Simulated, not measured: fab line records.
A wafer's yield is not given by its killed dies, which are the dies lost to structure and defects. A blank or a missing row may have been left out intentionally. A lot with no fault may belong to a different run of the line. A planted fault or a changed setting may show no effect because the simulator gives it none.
Code-filled problem report in 8D (eight disciplines) form -- flow nand-harc -- the parts of the form that need people (team, actions taken, sign-off) are left out

1. WHAT IS WRONG
cd-nm at NHARC_P_CONTACT_CD_MEAS_12 reads a mean of 86.4 nm on 6 wafers of 2 lots; wafers without a fault read 89.7 nm with a standard deviation of 0.66. Measured from the usual mean, that is -5.0 standard deviations.
The step: target cd 90 nm.
First observed at day 12 04:15: wafer L315.2, on cd-sem-01. Wafers with a number at this step in the record: 36, from 12 lots. The rule behind "out" and "out of limits": a value lying over 4 standard deviations away from the usual mean. All remaining wafers that have a number are taken as sound.

2. WHAT IT IS; WHAT IT IS NOT
question,is,is not
which readings at this step,cd-nm,-
which lots,"L315, L316","L301, L303, L305, L306, L307, L308, L317, L318, L320, L323"
which wafers of those lots,all that have a number,-
read on which gauges,cd-sem-01,"cd-sem-02, cd-sem-03"
when,from day 12 04:15,"up to then (18 sound wafers); but 12 sound wafers of L317, L318, L320, L323 came after"

3. THE SUSPECTS, EACH WITH WHAT RULES IT OUT
Counting: any tool at a process step up to the reading is kept as a suspect provided that every lot that is out went through it and no sound lot did after the first of them.
- ruled out: the gauge at NHARC_P_CONTACT_CD_MEAS_12. All the wafers that are out were read on cd-sem-01, but those of them that NHARC_P_CONTACT_PEB_10 has rows for are out there too, on other tools.
- rtp-anneal-02 at NHARC_P_GATE_RTA_80 (time 30 s): ruled out as a lasting fault. The sound lots L323 went through it after L315, its earliest lot that is out (day 12 02:01).
- litho-track-01 at NHARC_P_CONTACT_PEB_10 (peb time 65 s): ruled out as a lasting fault. The sound lots L323 went through it after L315, its earliest lot that is out (day 12 04:10).
Left after counting: nothing in the record.

4. THE CAUSE (what the simulator had put in)
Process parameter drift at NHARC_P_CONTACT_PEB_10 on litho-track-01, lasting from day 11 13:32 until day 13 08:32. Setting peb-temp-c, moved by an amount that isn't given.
It was ruled out by counting, in error; the rule expects a fault to strike all lots run on its tool from its start on, and this fault did not.

5. SEQUENCE OF EFFECTS, ordered by route
One row per reading whose mean, taken over the struck wafers that have a number, lies over 3 standard deviations from the usual. Scope: only readings with a usual standard deviation given in the record; hours: median across lots of the time from each lot's start at the first step in this table that gives one to its start at this step; sigmas: change in usual standard deviations.
hours,step,reading,usual,on struck wafers,change,sigmas
0,NHARC_P_CONTACT_PEB_10,heater-power-total-W,156.7 W,154.9,-1.8,-4.4
0,NHARC_P_CONTACT_PEB_10,plate-temp-C,100.02 C,99.32,-0.70,-5.8
0,NHARC_P_CONTACT_CD_MEAS_12,cd-nm,89.7 nm,86.4,-3.3,-5.0
The process steps in it:
- NHARC_P_CONTACT_PEB_10: peb time 65 s.
At these later measuring or inspecting steps, every struck wafer for which the step has a row has a number for every such reading, and none has moved that far: NHARC_P_CONTACT_INSPECT_14.

6. HOW IT WOULD HAVE BEEN CAUGHT EARLIER
Counted from the fault's start at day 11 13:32, it took 15 hours until the first out-of-limits reading at a measuring or inspecting step in this record, taken at day 12 04:15.
At NHARC_P_CONTACT_PEB_10, the tool's own readings (plate-temp-C) were out on each struck wafer the step has a row for, so an alarm limit on them would have fired on the first such wafer.
